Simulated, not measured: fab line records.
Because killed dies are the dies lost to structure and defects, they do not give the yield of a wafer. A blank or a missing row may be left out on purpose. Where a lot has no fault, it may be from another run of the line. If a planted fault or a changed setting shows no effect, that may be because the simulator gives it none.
Matching of chambers -- flow n5_finfet -- N5_BEOL_M9_ETCH_66 on rie_diel-02 has 4 sister chambers
The step etches SOC in N2/H2, target depth 80 nm, overetch 16 nm, time 120 s. 4 wafers are shown with their chamber, then 7 later ones without.

WAFERS, EACH WITH ITS CHAMBER
wafer,chamber,throttle_valve_pct (%)
L079.4,2,17.75
L085.5,3,18.11
L086.3,1,18.21
L086.4,0,17.61

WAFERS WITHOUT THEIR CHAMBER
wafer,throttle_valve_pct (%)
L086.6,18.23
L094.2,17.67
L094.3,17.81
L094.6,17.65
L096.1,17.71
L096.3,17.69
L096.5,17.64

THE CHAMBER EACH PASSED THROUGH
wafer,from the rows above,in truth
L086.6,1,1
L094.2,can't be placed: 0 or 2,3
L094.3,2,2
L094.6,can't be placed: 0 or 2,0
L096.1,can't be placed: 2 or 0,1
L096.3,can't be placed: 2 or 0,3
L096.5,can't be placed: 0 or 2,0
2 of 7 placed correctly. Can't be placed from these rows: 5 (the true chamber is among the candidates in 2). Placed wrongly: 0.
How it was worked out, from the rows above alone: a wafer's distance from a chamber is the root of the sum, over the readings, of the square of ((its reading less the chamber's mean) divided by the reading's scatter). If the next closest chamber is less than 2 further off than the closest, the wafer can't be placed; otherwise it belongs to the closest. For every chamber, the mean is computed from those of its wafers that are shown. The scatter: with one shown wafer a chamber, the root of the mean of the squares of how far each hidden wafer lies from its nearest shown one.
